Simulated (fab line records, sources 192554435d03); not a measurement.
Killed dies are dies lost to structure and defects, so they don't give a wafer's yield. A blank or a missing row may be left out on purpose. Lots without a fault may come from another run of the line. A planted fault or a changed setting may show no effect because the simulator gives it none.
fab line records | flow n5_finfet
record lots=24 wafers=72 last_day=18
route steps=1938 shown FIN_SAQP@127 FIN_CUT@169 STI_FIN_REVEAL@187 DUMMY_GATE@247 SPACER0@258
lots that met no fault: from a run of the same line without faults
start_h: hours from the record's first day to the start of the lot's first wafer shown | wait_h: hours since the lot's step before | " the same as in the row above | L1.1+2: a row that stands for several wafers | - no value, or no start given | * or withheld: withheld | < > ~ a bound
route shown NAME@n: a module of which the file shows steps, and the number in the route of the first | usual: mean/standard deviation of fault-free wafers | same: alike in all rows | chamber/n: place in a boat | sites: the reading at each site | _std_site: their standard deviation | _edge_site: outer sites' mean less inner sites' | radius_mm: how far each site lies from the wafer's centre | mask NAME#n: copy n | behind: the tool/chamber that last shaped the wafer | hold: why the lot was held/for how many hours/how that ended | device: the transistor (n, p or np) that didn't switch | end of line: the same wafers' tests at the end of the route | a step without rows: its recipe alone | killed: dies lost to structure and defects at the first sort, not the wafer's yield | map: a wafer's dies, x killed, . not, _ none there
set.NAME: the setting as run; set.NAME@STEP: as run at that earlier step | model.NAME: the simulator's own value behind a step, which no gauge read
steps of the route over a sample of lots; a table a step, a row a wafer
services: from which hour (start_h, from the record's first day; less than 0 if before it) a tool's chamber was out of use, for how many hours, and why
## steps
# step N5_FIN_SAQP_MANDREL1_REMOVE_56
# recipe chemistry=HBr/Cl2/O2 bt_time_s=10 target=a-Si stop_on=SiNx endpoint=OES-SiCl over_etch_frac=1 icp_w=600 bias_w=22 HBr_flow_sccm=150 Cl2_flow_sccm=80 O2_flow_sccm=5 pressure_mtorr=10
# usual drypump_motor_current_A=6.0/0.41 oes_product_au=1.002/0.017 throttle_valve_pct=36.9/0.33
# columns lot.wafer tool chamber start_h wait_h drypump_motor_current_A oes_product_au rf_hours_counter_h throttle_valve_pct
L074.1 rie_si-01 0 24.50 0.1 6.0 0.999 93 37.0
L074.2 " 1 " " 6.0 1.000 117 37.1
L074.3 " 2 " " 5.4 1.016 181 36.6
L075.3 rie_si-04 0 30.87 0.1 5.6 0.980 171 36.7
L075.4 " 2 " " 5.4 1.016 92 36.3
L075.6 " 3 " " 6.3 0.984 - 36.9
L076.3 rie_si-04 3 36.96 0.1 6.3 0.988 86 36.9
L076.4 " 2 " " 5.4 1.002 92 36.3
L076.6 " 2 " " 5.4 0.994 - 36.3
L077.3 rie_si-01 3 42.83 0.1 6.7 1.026 5 36.5
L077.4 " 2 " " 5.4 1.004 181 36.5
L077.6 " 2 " " 5.4 1.005 - 36.6
L078.2 rie_si-03 3 48.31 0.1 5.7 0.992 143 37.3
L078.4 " 1 " " 5.6 1.006 110 36.8
L078.5 " 1 " " 5.7 1.006 - 36.8
L079.3 rie_si-03 0 54.41 0.1 6.5 0.996 115 36.4
L079.4 " 2 " " 6.4 0.993 18 37.3
L079.6 " 2 " " 6.4 0.999 - 37.3
L080.1 rie_si-04 0 60.61 0.1 5.6 0.963 171 36.7
L080.4 " 3 " " 6.3 0.985 87 36.9
L080.6 " 0 " " 5.6 0.973 - 36.7
L081.1 rie_si-01 3 67.81 0.1 6.7 1.035 5 36.6
L081.2 " 2 " " 5.4 1.012 182 36.5
L081.5 " 2 " " 5.4 1.004 - 36.5
L082.1 rie_si-03 1 73.88 0.1 5.6 1.018 111 36.8
L082.4 " 0 " " 6.5 1.003 115 36.4
L082.5 " 0 " " 6.5 1.000 - 36.4
L083.1 rie_si-03 1 80.63 0.1 5.6 1.008 111 36.8
L083.2 " 3 " " 5.7 0.995 144 37.3
L083.5 " 2 " " 6.4 1.011 - 37.3
L084.1 rie_si-01 3 86.30 0.1 6.7 1.027 6 36.6
L084.5 " 1 " " 6.0 0.991 - 37.0
L084.6 " 0 " " 6.0 1.003 - 37.0
L085.2 rie_si-01 0 93.01 0.1 6.0 0.991 94 37.0
L085.4 " 1 " " 5.9 0.989 119 37.1
L085.6 " 2 " " 5.4 1.006 - 36.5
L086.1 rie_si-01 3 99.35 0.1 6.7 1.023 6 36.6
L086.2 " 2 " " 5.4 1.011 182 36.6
L086.4 " 1 " " 6.0 0.986 119 37.0
L087.1 rie_si-03 0 106.04 0.1 6.5 0.989 116 36.4
L087.2 " 3 " " 5.7 0.988 144 37.3
L087.6 " 2 " " 6.4 1.005 - 37.4
L088.2 rie_si-01 1 108.91 0.1 6.0 0.997 119 37.0
L088.5 " 2 " " 5.4 1.010 - 36.6
L088.6 " 3 " " 6.7 1.032 - 36.6
L089.3 rie_si-03 2 113.94 0.1 6.4 1.012 19 37.3
L089.4 " 3 " " 5.7 0.991 144 37.3
L089.5 " 3 " " 5.7 0.996 - 37.3
L090.2 rie_si-01 3 120.38 0.1 6.7 1.031 6 36.6
L090.3 " 1 " " 6.0 1.004 119 37.0
L090.4 " 2 " " 5.4 1.003 182 36.6
L091.1 rie_si-03 2 126.31 0.1 6.4 1.001 20 37.3
L091.3 " 0 " " 6.5 0.990 116 36.4
L091.4 " 1 " " 5.6 0.999 112 36.8
L092.2 rie_si-03 1 133.23 0.1 5.7 0.998 112 36.8
L092.5 " 3 " " 5.7 1.004 - 37.3
L092.6 " 2 " " 6.4 1.008 - 37.3
L093.1 rie_si-01 2 137.60 0.1 5.4 1.016 183 36.5
L093.2 " 3 " " 6.7 1.039 7 36.6
L093.3 " 1 " " 6.0 0.992 119 37.0
L094.4 rie_si-04 2 144.13 0.1 5.4 1.010 94 36.3
L094.5 " 0 " " 5.6 0.975 - 36.7
L094.6 " 3 " " 6.3 0.984 - 36.9
L095.2 rie_si-03 1 149.94 0.1 5.7 1.008 112 36.8
L095.4 " 0 " " 6.5 0.979 117 36.4
L095.5 " 2 " " 6.4 1.006 - 37.3
L096.1 rie_si-04 2 155.38 0.1 5.4 1.006 94 36.3
L096.2 " 1 " " 6.1 1.040 91 37.1
L096.4 " 0 " " 5.6 0.981 173 36.7
L097.4 rie_si-03 2 161.95 0.1 6.4 1.000 20 37.4
L097.5 " 2 " " 6.4 0.985 - 37.3
L097.6 " 1 " " 5.6 0.993 - 36.8
# step N5_FIN_SAQP_RECESS_63
# recipe chemistry=HF/NH3 target=SiO2 target_depth_a=180 afs_cycles=3 temp_c=30 sublimation_temp_c=180 sublimation_time_s=60
# usual drypump_motor_current_A=5.7/0.49 temp_c=30.00/0.1
# columns lot.wafer tool chamber start_h wait_h drypump_motor_current_A temp_c
L074.1 vapor_etch-01 1 24.87 0.1 5.7 29.90
L074.2 " 0 " " 6.4 30.13
L074.3 " 1 " " 5.6 29.81
L075.3 vapor_etch-02 1 31.37 0.2 5.0 30.06
L075.4 " 0 " " 5.8 29.99
L075.6 " 0 " " 5.8 30.25
L076.3 vapor_etch-02 0 37.46 0.2 5.7 29.94
L076.4 " 1 " " 5.0 29.98
L076.6 " 0 " " 5.7 29.90
L077.3 vapor_etch-01 1 43.33 0.2 5.7 29.91
L077.4 " 0 " " 6.4 30.12
L077.6 " 1 " " 5.7 29.94
L078.2 vapor_etch-02 1 48.69 0.1 5.0 30.00
L078.4 " 1 " " 5.0 30.09
L078.5 " 0 " " 5.7 30.02
L079.3 vapor_etch-01 1 55.04 0.2 5.6 30.08
L079.4 " 0 " " 6.3 29.87
L079.6 " 0 " " 6.3 29.90
L080.1 vapor_etch-02 0 60.99 0.1 5.7 30.15
L080.4 " 0 " " 5.7 30.03
L080.6 " 1 " " 5.0 29.88
L081.1 vapor_etch-01 1 68.42 0.1 5.6 29.98
L081.2 " 0 " " 6.4 30.04
L081.5 " 1 " " 5.6 30.09
L082.1 vapor_etch-01 1 74.29 0.1 5.6 29.91
L082.4 " 1 " " 5.6 29.95
L082.5 " 0 " " 6.4 30.17
L083.1 vapor_etch-02 0 81.01 0.1 5.7 30.02
L083.2 " 1 " " 5.0 29.97
L083.5 " 0 " " 5.7 30.13
L084.1 vapor_etch-02 1 86.68 0.1 5.0 30.25
L084.5 " 1 " " 5.0 30.14
L084.6 " 0 " " 5.7 30.03
L085.2 vapor_etch-01 1 93.62 0.1 5.6 30.12
L085.4 " 0 " " 6.4 30.07
L085.6 " 1 " " 5.7 29.99
L086.1 vapor_etch-01 0 99.73 0.1 6.4 29.91
L086.2 " 1 " " 5.6 30.03
L086.4 " 0 " " 6.4 30.15
L087.1 vapor_etch-01 0 106.46 0.1 6.4 29.90
L087.2 " 1 " " 5.6 30.01
L087.6 " 1 " " 5.6 30.06
L088.2 vapor_etch-02 1 109.29 0.1 5.0 29.87
L088.5 " 1 " " 5.0 29.94
L088.6 " 0 " " 5.7 30.02
L089.3 vapor_etch-02 0 114.46 0.2 5.8 29.92
L089.4 " 1 " " 5.0 29.79
L089.5 " 0 " " 5.7 30.04
L090.2 vapor_etch-01 1 120.77 0.1 5.6 30.13
L090.3 " 1 " " 5.6 30.23
L090.4 " 0 " " 6.3 30.03
L091.1 vapor_etch-02 1 126.69 0.1 5.0 29.97
L091.3 " 1 " " 5.0 29.94
L091.4 " 0 " " 5.7 29.96
L092.2 vapor_etch-02 0 133.61 0.1 5.7 30.06
L092.5 " 1 " " 5.0 30.08
L092.6 " 0 " " 5.7 30.05
L093.1 vapor_etch-02 0 137.98 0.1 5.7 30.09
L093.2 " 1 " " 5.0 29.93
L093.3 " 0 " " 5.7 29.88
L094.4 vapor_etch-01 0 144.63 0.2 6.4 30.09
L094.5 " 0 " " 6.4 30.02
L094.6 " 1 " " 5.6 29.91
L095.2 vapor_etch-01 0 150.33 0.1 6.4 29.82
L095.4 " 1 " " 5.7 30.12
L095.5 " 1 " " 5.7 29.94
L096.1 vapor_etch-02 0 155.76 0.1 5.7 30.09
L096.2 " 1 " " 5.0 29.97
L096.4 " 0 " " 5.7 30.04
L097.4 vapor_etch-01 1 162.45 0.2 5.6 30.04
L097.5 " 0 " " 6.4 29.98
L097.6 " 0 " " 6.4 29.96
# step N5_FIN_CUT_ETCH_21
# recipe chemistry=N2/H2 target=SOC target_depth_a=2190 overetch_a=438 mask_material=SiARC temp_c=40 ion_energy_ev=100 bias_w=61 time_s=523.5 pressure_mtorr=30 source_w=850 n2_flow_sccm=200 h2_flow_sccm=200
# usual drypump_motor_current_A=5.7/0.4 oes_product_au=0.74/0.081 rf_vpp_V=241.0/1.5 showerhead_plenum_p_Torr=2.56/0.096 temp_c=40.01/0.11 throttle_valve_pct=17.7/0.32
# columns lot.wafer tool chamber start_h wait_h drypump_motor_current_A oes_product_au rf_hours_counter_h rf_vpp_V showerhead_plenum_p_Torr temp_c throttle_valve_pct
L074.1 rie_diel-01 1 27.53 0.0 5.8 0.70 145 240.5 2.54 39.99 17.5
L074.2 " 0 " " 5.2 0.70 126 242.3 2.67 39.97 17.9
L074.3 " 2 " " 6.1 0.68 169 238.2 2.42 39.85 17.8
L075.3 rie_diel-06 3 33.75 0.0 5.3 0.84 15 243.5 2.69 40.04 17.6
L075.4 " 2 " " 5.2 0.69 - 239.8 2.55 39.93 18.1
L075.6 " 0 " " 5.8 0.64 - 240.4 2.49 39.99 18.0
L076.3 rie_diel-01 3 40.27 0.0 6.2 0.92 4 240.2 2.50 40.06 17.4
L076.4 " 0 " " 5.2 0.70 131 241.7 2.67 40.04 17.9
L076.6 " 1 " " 5.9 0.69 - 239.7 2.54 39.81 17.5
L077.3 rie_diel-01 3 46.72 0.0 6.2 0.90 6 240.2 2.49 40.10 17.4
L077.4 " 0 " " 5.2 0.70 134 242.8 2.66 40.09 17.9
L077.6 " 2 " " 6.1 0.67 - 239.5 2.42 39.99 17.8
L078.2 rie_diel-01 2 51.48 0.0 6.1 0.67 180 240.9 2.42 40.03 17.8
L078.4 " 3 " " 6.2 0.89 8 238.1 2.49 40.22 17.4
L078.5 " 0 " " 5.2 0.70 - 241.8 2.66 40.05 17.9
L079.3 rie_diel-01 1 57.71 0.0 5.8 0.69 157 241.2 2.54 40.01 17.5
L079.4 " 2 " " 6.1 0.68 181 238.9 2.42 40.02 17.8
L079.6 " 0 " " 5.2 0.70 - 242.0 2.66 40.18 17.9
L080.1 rie_diel-03 1 63.68 0.0 6.0 0.77 56 243.5 2.70 40.00 17.3
L080.4 " 0 " " 5.2 0.81 - 243.0 2.71 40.01 17.4
L080.6 " 3 " " 5.9 0.65 - 242.0 2.66 40.09 18.5
L081.1 rie_diel-03 0 71.71 0.0 5.2 0.80 33 243.3 2.71 39.99 17.4
L081.2 " 2 " " 5.2 0.71 134 239.8 2.46 40.08 17.5
L081.5 " 3 " " 5.9 0.65 - 242.5 2.65 40.05 18.5
L082.1 rie_diel-06 0 77.48 0.0 5.7 0.90 7 240.8 2.48 39.93 17.5
L082.4 " 3 " " 5.3 0.81 33 243.9 2.69 40.11 17.7
L082.5 " 3 " " 5.3 0.81 - 244.0 2.69 39.96 17.7
L083.1 rie_diel-03 0 83.82 0.0 5.3 0.80 37 243.7 2.71 40.05 17.5
L083.2 " 1 " " 6.0 0.76 63 242.0 2.69 39.94 17.3
L083.5 " 2 " " 5.2 0.72 - 240.2 2.46 40.05 17.4
L084.1 rie_diel-01 3 93.08 0.0 6.2 0.86 21 239.5 2.49 39.79 17.4
L084.5 " 1 " " 5.9 0.68 - 240.2 2.53 39.99 17.6
L084.6 " 0 " " 5.2 0.69 - 242.4 2.66 40.12 17.9
L085.2 rie_diel-01 2 100.00 0.0 6.1 0.65 193 238.0 2.41 40.00 17.8
L085.4 " 3 " " 6.2 0.85 23 239.9 2.49 40.05 17.4
L085.6 " 3 " " 6.3 0.86 - 240.8 2.49 39.90 17.4
L086.1 rie_diel-01 1 103.14 0.0 5.9 0.69 171 241.0 2.53 40.01 17.6
L086.2 " 2 " " 6.1 0.67 195 238.7 2.41 39.94 17.8
L086.4 " 3 " " 6.2 0.86 24 237.9 2.49 40.13 17.4
L087.1 rie_diel-01 1 109.58 0.0 5.8 0.67 173 239.7 2.53 40.11 17.6
L087.2 " 2 " " 6.1 0.65 196 237.3 2.41 40.09 17.8
L087.6 " 3 " " 6.2 0.86 - 239.7 2.49 40.19 17.4
L088.2 rie_diel-01 2 112.08 0.0 6.1 0.66 197 239.5 2.41 40.08 17.9
L088.5 " 3 " " 6.2 0.85 - 241.0 2.49 40.16 17.4
L088.6 " 0 " " 5.2 0.68 - 243.0 2.66 39.85 17.9
L089.3 rie_diel-01 0 116.96 0.0 5.2 0.68 156 242.7 2.65 39.91 17.9
L089.4 " 2 " " 6.1 0.66 198 238.8 2.41 39.87 17.8
L089.5 " 0 " " 5.2 0.68 - 242.0 2.65 39.98 17.9
L090.2 rie_diel-06 1 123.80 0.0 5.9 0.82 26 242.9 2.58 39.89 17.2
L090.3 " 0 " " 5.8 0.86 21 240.1 2.48 40.03 17.6
L090.4 " 3 " " 5.3 0.80 47 243.0 2.68 40.12 17.7
L091.1 rie_diel-01 2 129.08 0.0 6.1 0.65 203 238.6 2.41 39.99 17.9
L091.3 " 1 " " 5.8 0.67 180 239.4 2.53 40.14 17.6
L091.4 " 3 " " 6.2 0.84 32 241.7 2.48 40.07 17.4
L092.2 rie_diel-06 3 136.00 0.0 5.3 0.79 51 242.9 2.68 40.10 17.7
L092.5 " 3 " " 5.3 0.79 - 242.6 2.68 39.95 17.7
L092.6 " 0 " " 5.8 0.86 - 240.3 2.48 39.81 17.6
L093.1 rie_diel-01 3 140.72 0.0 6.3 0.83 35 241.0 2.48 39.82 17.4
L093.2 " 2 " " 6.1 0.65 206 241.5 2.41 40.01 17.9
L093.3 " 1 " " 5.9 0.67 182 240.4 2.53 40.17 17.6
L094.4 rie_diel-06 0 147.20 0.0 5.8 0.84 29 240.0 2.47 39.87 17.6
L094.5 " 0 " " 5.8 0.84 - 240.2 2.47 40.00 17.6
L094.6 " 1 " " 5.9 0.81 - 241.0 2.58 39.85 17.2
L095.2 rie_diel-01 3 152.87 0.0 6.2 0.83 40 239.2 2.48 40.01 17.4
L095.4 " 0 " " 5.2 0.68 168 242.1 2.65 40.21 18.0
L095.5 " 3 " " 6.2 0.82 - 239.9 2.48 40.24 17.4
L096.1 rie_diel-03 2 158.62 0.0 5.2 0.70 160 240.8 2.45 40.12 17.5
L096.2 " 3 " " 5.9 0.64 234 241.2 2.64 39.95 18.6
L096.4 " 0 " " 5.2 0.77 60 242.7 2.70 39.87 17.5
L097.4 rie_diel-06 0 164.83 0.0 5.8 0.83 33 240.6 2.47 39.93 17.6
L097.5 " 1 " " 5.9 0.81 - 241.5 2.58 39.95 17.2
L097.6 " 2 " " 5.2 0.66 - 239.2 2.53 40.17 18.1
# step N5_STI_FIN_REVEAL_CMP_04
# recipe stop_on=Si3N4 t_overpolish_s=4 down_force_psi=2 platen_rpm=54.18 post_cmp_clean=alkaline_brush pad_velocity_m_s=1.078 target_thk_nm=131.83
# usual motor_current_A=7.9/0.77 overpolish_run_s=4.001/0.01 time_to_endpoint_s=107/5.8
# same t_overpolish_s=4
# columns lot.wafer tool chamber start_h wait_h motor_current_A overpolish_run_s time_to_endpoint_s
L074.3 cmp-04 1 33.61 0.1 8.5 3.979 110
L074.1 " 2 " " 7.1 3.985 105
L074.2 " 3 " " 7.3 4.005 108
L075.3 cmp-01 2 39.78 0.1 7.5 4.006 101
L075.4 " 3 " " 8.9 3.999 109
L075.6 " 2 " " 8.0 3.998 102
L076.3 cmp-04 0 46.25 0.1 6.5 3.997 105
L076.4 " 2 " " 7.1 4.017 106
L076.6 " 3 " " 7.3 4.007 108
L077.3 cmp-04 2 53.16 0.1 6.9 4.005 109
L077.4 " 0 " " 7.2 3.986 108
L077.6 " 1 " " 8.2 4.001 114
L078.4 cmp-02 0 57.57 0.1 8.2 3.988 97
L078.2 " 1 " " 7.7 4.005 94
L078.5 " 2 " " 8.7 3.998 96
L079.4 cmp-01 2 64.78 0.0 7.6 4.015 105
L079.3 " 1 " " 7.6 4.004 113
L079.6 " 2 " " 7.6 3.990 103
L080.1 cmp-04 0 69.64 0.0 7.7 3.994 106
L080.4 " 1 " " 8.4 3.996 111
L080.6 " 0 " " 7.2 4.010 108
L081.1 cmp-01 2 77.66 0.0 7.5 4.021 107
L081.2 " 0 " " 6.9 4.013 109
L081.5 " 3 " " 8.6 3.997 120
L082.1 cmp-04 0 83.47 0.0 7.2 4.003 111
L082.4 " 3 " " 7.5 3.995 111
L082.5 " 0 " " 7.1 3.996 108
L083.2 cmp-04 2 91.09 0.1 7.1 4.028 108
L083.1 " 3 " " 7.3 3.999 107
L083.5 " 1 " " 8.6 4.009 111
L084.1 cmp-02 0 103.87 0.1 8.1 3.996 100
L084.6 " 3 " " 9.0 4.014 101
L084.5 " 0 " " 8.3 4.001 104
L085.2 cmp-01 1 106.36 0.0 7.6 4.004 117
L085.4 " 2 " " 7.6 3.983 112
L085.6 " 1 " " 8.0 4.008 111
L086.2 cmp-02 0 110.22 0.0 7.9 4.000 103
L086.4 " 2 " " 8.5 4.004 103
L086.1 " 3 " " 8.8 4.003 103
L087.1 cmp-02 0 115.56 0.1 8.4 3.991 100
L087.2 " 2 " " 8.3 4.006 101
L087.6 " 3 " " 8.9 3.996 101
L088.2 cmp-04 3 118.13 0.0 7.5 3.984 107
L088.5 " 3 " " 7.1 3.995 106
L088.6 " 0 " " 7.5 4.011 107
L089.3 cmp-01 3 123.72 0.3 9.0 4.008 109
L089.4 " 0 " " 7.0 4.000 108
L089.5 " 3 " " 8.3 3.994 117
L090.4 cmp-01 2 129.79 0.0 7.6 3.984 105
L090.2 " 3 " " 8.6 4.012 113
L090.3 " 0 " " 6.8 4.008 108
L091.4 cmp-01 3 135.06 0.1 8.9 3.999 117
L091.3 " 0 " " 6.8 3.996 111
L091.1 " 1 " " 7.7 3.993 114
L092.2 cmp-01 1 142.52 0.2 7.5 3.996 119
L092.5 " 0 " " 6.6 3.994 113
L092.6 " 1 " " 7.3 4.014 119
L093.3 cmp-02 2 146.67 0.0 8.8 4.006 100
L093.2 " 0 " " 8.2 4.004 102
L093.1 " 1 " " 7.8 3.995 100
L094.4 cmp-01 2 153.64 0.1 7.7 4.013 111
L094.5 " 3 " " 8.8 3.983 122
L094.6 " 0 " " 6.6 4.007 106
L095.4 cmp-02 2 158.82 0.0 8.2 4.003 103
L095.2 " 0 " " 8.0 4.000 105
L095.5 " 3 " " 9.8 4.001 106
L096.4 cmp-02 3 164.56 0.0 9.1 4.001 99
L096.1 " 0 " " 8.2 4.003 104
L096.2 " 2 " " 8.3 4.021 101
L097.4 cmp-02 2 170.78 0.0 8.7 3.984 102
L097.5 " 2 " " 8.2 3.994 101
L097.6 " 3 " " 9.1 4.007 102
# step N5_DUMMY_GATE_ETCH_23
# recipe chemistry=HBr/Cl2/O2 HBr_flow_sccm=150 Cl2_flow_sccm=80 O2_flow_sccm=12 bias_w=102 target_depth_a=410 time_s=22.3 target=poly-Si mask_material=SiO2 pressure_mtorr=10 icp_w=800
# usual drypump_motor_current_A=5.6/0.55 oes_product_au=1.004/0.014 throttle_valve_pct=37.19/0.28
# columns lot.wafer tool chamber start_h wait_h drypump_motor_current_A oes_product_au rf_hours_counter_h throttle_valve_pct
L074.1 rie_si-06 1 48.15 0.0 4.9 1.029 104 37.26
L074.2 " 3 " " 6.1 1.023 2 37.50
L074.3 " 2 " " 5.7 1.008 5 36.74
L075.3 rie_si-05 2 52.86 0.0 6.2 1.008 58 37.39
L075.4 " 3 " " 6.5 0.983 199 37.32
L075.6 " 2 " " 6.1 0.995 - 37.38
L076.3 rie_si-05 1 59.58 0.0 4.9 1.000 200 36.81
L076.4 " 0 " " 5.2 1.006 119 37.13
L076.6 " 1 " " 4.9 0.990 - 36.80
L077.3 rie_si-02 2 66.39 0.0 5.6 0.994 67 37.85
L077.4 " 3 " " 6.5 1.026 88 37.28
L077.6 " 1 " " 5.7 1.010 - 37.15
L078.2 rie_si-02 1 70.77 0.0 5.8 1.010 163 37.16
L078.4 " 0 " " 6.1 0.987 5 37.39
L078.5 " 3 " " 6.4 1.010 - 37.27
L079.3 rie_si-06 3 77.85 0.0 6.1 1.016 3 37.48
L079.4 " 1 " " 5.0 1.030 104 37.23
L079.6 " 3 " " 6.1 1.018 - 37.48
L080.1 rie_si-05 3 83.21 0.0 6.5 0.993 200 37.34
L080.4 " 1 " " 4.9 0.996 200 36.83
L080.6 " 0 " " 5.2 0.991 - 37.14
L081.1 rie_si-02 0 90.85 0.0 6.1 0.976 5 37.40
L081.2 " 3 " " 6.4 1.015 88 37.27
L081.5 " 2 " " 5.6 1.003 - 37.85
L082.1 rie_si-06 3 100.72 0.0 6.1 1.025 3 37.48
L082.4 " 1 " " 4.9 1.023 - 37.26
L082.5 " 3 " " 6.1 1.017 - 37.47
L083.1 rie_si-06 3 107.68 0.0 6.1 1.013 3 37.50
L083.2 " 1 " " 5.0 1.009 105 37.24
L083.5 " 2 " " 5.8 1.002 - 36.74
L084.1 rie_si-06 1 117.82 0.0 4.9 1.020 105 37.25
L084.5 " 2 " " 5.8 1.001 - 36.75
L084.6 " 1 " " 5.0 1.014 - 37.25
L085.2 rie_si-05 3 121.61 0.0 6.5 0.976 200 37.33
L085.4 " 2 " " 6.1 1.002 59 37.38
L085.6 " 3 " " 6.5 0.982 - 37.32
L086.1 rie_si-02 2 124.92 0.0 5.6 0.995 68 37.84
L086.2 " 3 " " 6.4 1.016 89 37.26
L086.4 " 0 " " 6.2 0.981 5 37.38
L087.1 rie_si-05 1 129.55 0.0 4.9 1.010 1 37.08
L087.2 " 0 " " 5.2 0.988 120 37.15
L087.6 " 0 " " 5.2 0.995 - 37.14
L088.2 rie_si-02 0 132.53 0.0 6.1 0.989 6 37.39
L088.5 " 1 " " 5.7 1.004 - 37.14
L088.6 " 2 " " 5.6 0.984 - 37.84
L089.3 rie_si-05 2 137.75 0.0 6.1 0.989 59 37.39
L089.4 " 1 " " 4.9 1.004 - 37.07
L089.5 " 0 " " 5.2 0.987 - 37.16
L090.2 rie_si-05 0 142.91 0.0 5.2 0.989 121 37.13
L090.3 " 2 " " 6.2 1.007 60 37.39
L090.4 " 2 " " 6.2 1.009 - 37.39
L091.1 rie_si-06 3 150.18 0.0 6.1 1.022 4 37.48
L091.3 " 2 " " 5.8 0.993 7 36.73
L091.4 " 0 " " 5.8 0.998 1 36.61
L092.2 rie_si-05 2 160.14 0.0 6.2 0.998 60 37.38
L092.5 " 0 " " 5.2 0.994 - 37.12
L092.6 " 1 " " 4.9 0.997 - 37.08
L093.1 rie_si-05 2 161.39 0.0 6.2 1.000 60 37.38
L093.2 " 1 " " 4.9 1.024 1 37.08
L093.3 " 3 " " 6.5 0.994 0 37.27
L094.4 rie_si-05 1 168.39 0.0 4.9 1.001 2 37.08
L094.5 " 1 " " 4.9 1.003 - 37.08
L094.6 " 2 " " 6.2 0.999 - 37.37
L095.2 rie_si-06 1 173.81 0.0 5.0 1.019 106 37.25
L095.4 " 3 " " 6.1 1.016 5 37.48
L095.5 " 0 " " 5.8 1.016 - 36.62
L096.1 rie_si-05 2 177.94 0.0 6.1 1.004 60 37.38
L096.2 " 1 " " 4.9 1.008 2 37.09
L096.4 " 0 " " 5.2 0.978 121 37.13
L097.4 rie_si-05 1 186.16 0.0 4.9 1.013 2 37.08
L097.5 " 0 " " 5.2 0.982 - 37.15
L097.6 " 3 " " 6.5 1.000 - 37.29
# step N5_SPACER0_ALD_07
# recipe material=SiNx target_thk_a=20 temp_c=400 ald_precursor_family=SiH2I2 ald_co_reactant=N2/H2-plasma pressure_torr=2
# usual heater_power_w=838/100
# columns lot.wafer tool chamber start_h wait_h heater_power_w
L074.1 ald_sin-04 0 48.77 0.0 856
L074.2 " 1 " " 847
L074.3 " 3 " " 764
L075.3 ald_sin-04 0 53.36 0.0 887
L075.4 " 1 " " 849
L075.6 " 2 " " 703
L076.3 ald_sin-01 1 60.44 0.4 852
L076.4 " 0 " " 720
L076.6 " 3 " " 891
L077.3 ald_sin-02 3 66.89 0.0 802
L077.4 " 1 " " 804
L077.6 " 2 " " 752
L078.2 ald_sin-02 1 71.42 0.0 799
L078.4 " 2 " " 747
L078.5 " 0 " " 893
L079.3 ald_sin-04 2 78.34 0.0 698
L079.4 " 0 " " 873
L079.6 " 3 " " 764
L080.1 ald_sin-02 0 83.71 0.0 893
L080.4 " 3 " " 802
L080.6 " 2 " " 744
L081.1 ald_sin-04 0 94.86 3.2 876
L081.2 " 2 " " 730
L081.5 " 2 " " 696
L082.1 ald_sin-01 0 101.54 0.3 729
L082.4 " 3 " " 883
L082.5 " 3 " " 860
L083.1 ald_sin-04 0 108.18 0.0 879
L083.2 " 3 " " 786
L083.5 " 3 " " 754
L084.1 ald_sin-01 2 118.64 0.3 1032
L084.5 " 1 " " 854
L084.6 " 2 " " 1052
L085.2 ald_sin-04 0 122.10 0.0 856
L085.4 " 2 " " 703
L085.6 " 0 " " 897
L086.1 ald_sin-01 3 125.41 0.0 887
L086.2 " 1 " " 850
L086.4 " 2 " " 1056
L087.1 ald_sin-04 1 130.12 0.0 830
L087.2 " 2 " " 718
L087.6 " 2 " " 715
L088.2 ald_sin-02 1 133.09 0.0 768
L088.5 " 2 " " 726
L088.6 " 3 " " 777
L089.3 ald_sin-01 1 139.00 0.8 858
L089.4 " 3 " " 884
L089.5 " 2 " " 1056
L090.2 ald_sin-01 2 143.47 0.1 1062
L090.3 " 3 " " 883
L090.4 " 0 " " 726
L091.1 ald_sin-01 0 150.76 0.0 743
L091.3 " 2 " " 1060
L091.4 " 3 " " 906
L092.2 ald_sin-01 0 160.79 0.2 730
L092.5 " 1 " " 847
L092.6 " 2 " " 1050
L093.1 ald_sin-01 0 161.89 0.0 738
L093.2 " 3 " " 890
L093.3 " 2 " " 1058
L094.4 ald_sin-04 3 169.05 0.0 771
L094.5 " 3 " " 787
L094.6 " 2 " " 718
L095.2 ald_sin-02 2 174.61 0.4 725
L095.4 " 0 " " 902
L095.5 " 1 " " 797
L096.1 ald_sin-01 3 178.44 0.0 878
L096.2 " 1 " " 871
L096.4 " 2 " " 1079
L097.4 ald_sin-01 1 186.65 0.0 860
L097.5 " 3 " " 892
L097.6 " 2 " " 1064
## services
# columns tool chamber start_h hours kind
rie_diel-01 2 5.12 6.2 repair
vapor_etch-01 - 8.34 0.2 repair
vapor_etch-02 1 14.54 6.1 repair
ald_sin-04 1 23.18 4.0 repair
cmp-02 - 27.84 1.1 repair
ald_sin-01 - 30.57 1.3 repair
cmp-02 - 49.85 4.0 pm
cmp-02 - 65.13 3.5 repair
ald_sin-01 - 71.39 28.1 pm
rie_si-01 - 74.99 0.5 repair
ald_sin-04 - 76.36 0.5 repair
cmp-01 - 79.84 2.9 repair
rie_si-01 - 90.86 0.3 repair
ald_sin-01 - 100.97 0.3 repair
cmp-01 - 118.20 5.5 pm
rie_si-05 3 122.15 2.2 repair
cmp-01 - 124.34 0.6 repair
vapor_etch-02 - 127.05 2.8 pm
cmp-01 - 144.90 0.5 repair
cmp-01 - 159.29 16.0 pm
rie_si-03 3 172.25 1.7 repair
rie_si-01 3 175.26 7.5 repair
ald_sin-04 - 177.36 14.0 pm
cmp-01 - 183.14 2.1 repair
## key
fault none
